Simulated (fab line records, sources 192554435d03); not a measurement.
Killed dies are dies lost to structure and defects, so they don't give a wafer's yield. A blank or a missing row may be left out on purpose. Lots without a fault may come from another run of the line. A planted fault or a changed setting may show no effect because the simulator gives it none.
fab line records | flow n5_finfet
record lots=7 wafers=21
route steps=1938 shown PASSIVATION@1915
start_h: hours from the record's first day to the start of the lot's first wafer shown | wait_h: hours since the lot's step before | " the same as in the row above | L1.1+2: a row that stands for several wafers | - no value, or no start given | * or withheld: withheld | < > ~ a bound
route shown NAME@n: a module of which the file shows steps, and the number in the route of the first | usual: mean/standard deviation of fault-free wafers | same: alike in all rows | chamber/n: place in a boat | sites: the reading at each site | _std_site: their standard deviation | _edge_site: outer sites' mean less inner sites' | radius_mm: how far each site lies from the wafer's centre | mask NAME#n: copy n | behind: the tool/chamber that last shaped the wafer | hold: why the lot was held/for how many hours/how that ended | device: the transistor (n, p or np) that didn't switch | end of line: the same wafers' tests at the end of the route | a step without rows: its recipe alone | killed: dies lost to structure and defects at the first sort, not the wafer's yield | map: a wafer's dies, x killed, . not, _ none there
set.NAME: the setting as run; set.NAME@STEP: as run at that earlier step | model.NAME: the simulator's own value behind a step, which no gauge read
lots whose settings were changed on purpose; a table a step, a row a wafer
## steps
# step N5_PASSIVATION_PECVD_53
# recipe material=SiO2 target_thk_a=8000 temp_c=400 precursor=TEOS/O2 pressure_torr=6.5 rf_w=withheld teos_flow_sccm=withheld gas=O2 flow_sccm=2650 time_s=169.4
# columns lot.wafer tool chamber start_h wait_h set.temp_c model.SiO2_of_PASSIVATION_PECVD_53.thk_nm
L079.2 pecvd-02 0 292.71 0.0 400 794
L079.4 " 2 " " 415.2 713.6
L079.5 " 1 " " 400 805.8
L082.1 pecvd-02 1 305.85 0.0 400 792.8
L082.2 " 0 " " 400 797.8
L082.6 " 0 " " 400 811.8
L084.2 pecvd-04 1 318.93 0.0 384.4 871.2
L084.4 " 2 " " 400 800.8
L084.6 " 0 " " 400 800.6
L086.3 pecvd-04 1 322.12 0.0 407.8 756.2
L086.5 " 0 " " 407.8 770
L086.6 " 2 " " 400 800.2
L087.1 pecvd-02 2 336.95 0.0 400 791.4
L087.2 " 0 " " 400 798
L087.5 " 0 " " 400 802.6
L088.1 pecvd-04 1 340.81 0.0 395.3 823.6
L088.3 " 2 " " 400 788
L088.5 " 1 " " 400 809
L091.2 pecvd-03 2 364.19 0.0 400 805.2
L091.5 " 1 " " 400 803.4
L091.6 " 0 " " 382.1 897.2
# step N5_PASSIVATION_PECVD_35
# recipe material=SiNx target_thk_a=7000 temp_c=400 precursor=SiH4/NH3/N2 pressure_torr=4.9 rf_w=1406 time_s=151.3
# step N5_PASSIVATION_HMDS_37
# recipe time_s=60 temp_c=120
# step N5_PASSIVATION_SRD_72
# recipe dry=ipa_marangoni time_s=30 temp_c=23 rinse_liquid=diw
# step N5_PASSIVATION_ANNEAL_56
# recipe temp_c=400 time_s=1800 ambient=FGA idle_temp_c=300 ramp_up_c_per_min=5 ramp_down_c_per_min=3
# step N5_PASSIVATION_PROBE_49
# usual killed_at_M0_to_M3=33/9.1 killed_at_M4_up=14/5.6 killed_at_contacts=13/5.7 killed_at_front_end=42/12 killed_at_other=4/3 killed_dies=105/16 killed_open=69/11 killed_short=34/7.5
# same gross_dies=1180 killed_at_back_side=0
# columns lot.wafer tool chamber start_h wait_h set.temp_c@PASSIVATION_PECVD_53 killed_at_M0_to_M3 killed_at_M4_up killed_at_contacts killed_at_front_end killed_at_other killed_dies killed_open killed_short
L079.2 prober-01 - 296.99 0.1 400 34 19 13 31 4 101 66 34
L079.4 prober-01 - 297.09 0.2 415.2 53 18 8 31 7 117 69 42
L079.5 prober-01 - 297.14 0.2 400 37 16 6 24 6 89 55 28
L082.1 prober-02 - 309.73 0.0 400 40 6 18 35 1 100 65 34
L082.2 prober-02 - 309.78 0.1 400 36 10 15 28 2 91 65 26
L082.6 prober-02 - 309.98 0.3 400 45 3 13 41 4 106 63 42
L084.2 prober-01 - 323.10 0.1 384.4 15 13 8 32 660 728 40 30
L084.4 prober-01 - 323.20 0.2 400 24 10 8 49 4 95 59 33
L084.6 prober-01 - 323.30 0.3 400 29 11 17 30 5 92 56 36
L086.3 prober-02 - 326.60 0.1 407.8 14 20 16 31 6 87 63 24
L086.5 prober-02 - 326.70 0.2 407.8 30 14 11 37 8 100 73 25
L086.6 prober-02 - 326.75 0.3 400 53 25 7 25 3 113 78 34
L087.1 prober-02 - 341.45 0.0 400 67 11 13 30 2 123 60 29
L087.2 prober-02 - 341.50 0.1 400 29 13 6 23 0 71 49 21
L087.5 prober-02 - 341.65 0.2 400 58 8 10 35 3 114 51 31
L088.1 prober-01 - 344.70 0.0 395.3 29 4 18 54 9 114 84 28
L088.3 prober-01 - 344.80 0.1 400 35 15 21 51 4 126 86 38
L088.5 prober-01 - 344.90 0.2 400 28 17 14 41 2 102 63 34
L091.2 prober-01 - 368.31 0.1 400 25 12 4 34 8 83 63 19
L091.5 prober-01 - 368.46 0.2 400 21 17 14 36 2 90 54 25
L091.6 prober-01 - 368.51 0.3 382.1 43 7 10 20 845 925 55 17
# killed by level:class
L079.2 BEOL_M4:geometric_particle:open=10 MOL_CONTACT_COAG:geometric_particle:open=9 BEOL_M3:geometric_particle:open=8 BEOL_M0_SAQP:geometric_particle:open=7 BEOL_M0_SAQP:geometric_particle:short=6 DUMMY_GATE:geometric_particle:open=5 MOL_CONTACT_COAG:geometric_particle:short=4 BEOL_M2:geometric_particle:open=4
L079.4 BEOL_M0_SAQP:geometric_particle:short=12 BEOL_M1:geometric_particle:open=10 BEOL_M2:geometric_particle:open=8 BEOL_M3:geometric_particle:open=8 FIN_SAQP:geometric_particle:short=7 MOL_CONTACT_COAG:geometric_particle:open=7 BEOL_M0_SAQP:geometric_particle:open=7 GATE_CUT:geometric_particle:short=6
L079.5 BEOL_M3:geometric_particle:open=10 BEOL_M2:geometric_particle:open=9 BEOL_M0_SAQP:geometric_particle:short=7 BEOL_M4:geometric_particle:open=5 FIN_SAQP:geometric_particle:open=4 FIN_CUT:geometric_particle:open=3 MOL_CONTACT_COAG:geometric_particle:short=3 MOL_CONTACT_COAG:geometric_particle:open=3
L082.1 MOL_CONTACT_COAG:geometric_particle:open=16 BEOL_M1:geometric_particle:open=11 FIN_SAQP:geometric_particle:short=7 BEOL_M3:geometric_particle:open=7 GATE_CUT:geometric_particle:open=5 BEOL_M0_SAQP:geometric_particle:short=5 STI_FIN_REVEAL:geometric_particle:open=4 GATE_CUT:geometric_particle:short=4
L082.2 MOL_CONTACT_COAG:geometric_particle:open=11 FIN_SAQP:geometric_particle:open=8 BEOL_M2:geometric_particle:open=7 STI_FIN_REVEAL:geometric_particle:open=6 BEOL_M1:geometric_particle:open=6 BEOL_M0_SAQP:geometric_particle:short=6 BEOL_M0_SAQP:geometric_particle:open=5 BEOL_M3:geometric_particle:open=5
L082.6 FIN_SAQP:geometric_particle:short=13 FIN_SAQP:geometric_particle:open=11 BEOL_M1:geometric_particle:open=11 BEOL_M0_SAQP:geometric_particle:short=10 BEOL_M3:geometric_particle:open=10 MOL_CONTACT_COAG:geometric_particle:open=9 BEOL_M0_SAQP:geometric_particle:open=4 BEOL_M2:geometric_particle:short=4
L084.2 PASSIVATION:area_pecvd=657 FIN_SAQP:geometric_particle:short=9 MOL_CONTACT_COAG:geometric_particle:open=6 BEOL_M4:geometric_particle:open=6 GATE_CUT:geometric_particle:short=4 BEOL_M0_SAQP:geometric_particle:short=4 BEOL_M2:geometric_particle:open=4 FIN_SAQP:geometric_particle:open=3
L084.4 STI_FIN_REVEAL:geometric_particle:open=14 FIN_SAQP:geometric_particle:short=12 BEOL_M3:geometric_particle:open=8 MOL_CONTACT_COAG:geometric_particle:open=7 GATE_CUT:geometric_particle:short=5 BEOL_M2:geometric_particle:open=5 BEOL_M4:geometric_particle:open=5 FIN_SAQP:geometric_particle:open=4
L084.6 MOL_CONTACT_COAG:geometric_particle:open=13 FIN_SAQP:geometric_particle:short=8 BEOL_M0_SAQP:geometric_particle:open=8 GATE_CUT:geometric_particle:short=6 BEOL_M2:geometric_particle:open=6 STI_FIN_REVEAL:geometric_particle:open=5 BEOL_M0_SAQP:geometric_particle:short=5 BEOL_M4:geometric_particle:open=5
L086.3 MOL_CONTACT_COAG:geometric_particle:open=13 FIN_SAQP:geometric_particle:open=8 BEOL_M4:geometric_particle:open=8 DUMMY_GATE:geometric_particle:open=7 BEOL_M0_SAQP:geometric_particle:open=5 STI_FIN_REVEAL:geometric_particle:open=4 BEOL_M2:geometric_particle:open=4 FIN_SAQP:geometric_particle:short=3
L086.5 MOL_CONTACT_COAG:geometric_particle:open=10 BEOL_M4:geometric_particle:open=10 FIN_SAQP:geometric_particle:open=8 ILD0:geometric_particle:open=7 BEOL_M0_SAQP:geometric_particle:open=7 FIN_SAQP:geometric_particle:short=5 DUMMY_GATE:geometric_particle:open=5 BEOL_M3:geometric_particle:open=5
L086.6 BEOL_M0_SAQP:geometric_particle:short=13 BEOL_M4:geometric_particle:open=12 BEOL_M3:geometric_particle:open=11 BEOL_M1:geometric_particle:open=8 STI_FIN_REVEAL:geometric_particle:open=7 BEOL_M0_SAQP:geometric_particle:open=7 MOL_CONTACT_COAG:geometric_particle:open=7 BEOL_M2:geometric_particle:open=5
L087.1 BEOL_M0_SAQP:area_expose=33 MOL_CONTACT_COAG:geometric_particle:open=12 BEOL_M3:geometric_particle:open=9 BEOL_M0_SAQP:geometric_particle:open=7 BEOL_M0_SAQP:geometric_particle:short=6 GATE_CUT:geometric_particle:short=5 FIN_SAQP:geometric_particle:open=4 BEOL_M1:geometric_particle:open=4
L087.2 BEOL_M0_SAQP:geometric_particle:open=8 BEOL_M2:geometric_particle:open=7 BEOL_M0_SAQP:geometric_particle:short=6 BEOL_M3:geometric_particle:open=6 BEOL_M4:geometric_particle:open=6 FIN_SAQP:geometric_particle:short=4 MOL_CONTACT_COAG:geometric_particle:open=4 STARTING-WAFER:geometric_particle:short=4
L087.5 BEOL_M0_SAQP:area_expose=32 MOL_CONTACT_COAG:geometric_particle:open=8 DUMMY_GATE:geometric_particle:open=6 BEOL_M0_SAQP:geometric_particle:short=6 STI_FIN_REVEAL:geometric_particle:open=5 GATE_CUT:geometric_particle:short=5 BEOL_M0_SAQP:geometric_particle:open=5 BEOL_M2:geometric_particle:open=4
L088.1 FIN_SAQP:geometric_particle:open=18 MOL_CONTACT_COAG:geometric_particle:open=15 STI_FIN_REVEAL:geometric_particle:open=11 BEOL_M1:geometric_particle:open=7 BEOL_M3:geometric_particle:open=7 FIN_SAQP:geometric_particle:short=6 BEOL_M2:geometric_particle:open=5 BEOL_M3:geometric_particle:short=5
L088.3 STI_FIN_REVEAL:geometric_particle:open=29 MOL_CONTACT_COAG:geometric_particle:open=15 BEOL_M3:geometric_particle:open=12 BEOL_M2:geometric_particle:open=8 MOL_CONTACT_COAG:geometric_particle:short=6 BEOL_M0_SAQP:geometric_particle:short=6 BEOL_M5:geometric_particle:short=5 FIN_SAQP:geometric_particle:short=3
L088.5 STI_FIN_REVEAL:geometric_particle:open=10 BEOL_M2:geometric_particle:open=10 MOL_CONTACT_COAG:geometric_particle:open=9 BEOL_M3:geometric_particle:open=8 BEOL_M4:geometric_particle:open=8 FIN_SAQP:geometric_particle:short=5 MOL_CONTACT_COAG:geometric_particle:short=5 BEOL_M4:geometric_particle:short=5
L091.2 STI_FIN_REVEAL:geometric_particle:open=13 BEOL_M1:geometric_particle:open=12 BEOL_M5:geometric_particle:open=5 BEOL_M0_SAQP:geometric_particle:open=5 FIN_CUT:geometric_particle:short=3 GATE_CUT:geometric_particle:open=3 MOL_CONTACT_COAG:geometric_particle:open=3 BEOL_M3:geometric_particle:open=3
L091.5 MOL_CONTACT_COAG:geometric_particle:open=11 HKMG_FIN:area_etch=11 BEOL_M4:geometric_particle:open=7 BEOL_M0_SAQP:geometric_particle:open=5 GATE_CUT:geometric_particle:short=4 BEOL_M2:geometric_particle:open=4 STARTING-WAFER:geometric_particle:short=4 FIN_SAQP:geometric_particle:open=3
L091.6 PASSIVATION:area_pecvd=840 M1:area_ald=13 MOL_CONTACT_COAG:geometric_particle:open=9 BEOL_M0_SAQP:geometric_particle:short=8 BEOL_M3:geometric_particle:open=8 STI_FIN_REVEAL:geometric_particle:open=5 GATE_CUT:geometric_particle:open=4 BEOL_M0_SAQP:geometric_particle:open=4
## key
split step=N5_PASSIVATION_PECVD_53 setting=temp_c stated=400 by=wafer
response step=N5_PASSIVATION_PECVD_53 reading=model.SiO2_of_PASSIVATION_PECVD_53.thk_nm change=-20.4 per=1% r=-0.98
response step=N5_PASSIVATION_PROBE_49 reading=killed_at_other shape=bent at_lowest=845 at_stated=3 at_highest=7
response step=N5_PASSIVATION_PROBE_49 reading=killed_dies shape=bent at_lowest=925 at_stated=100 at_highest=117
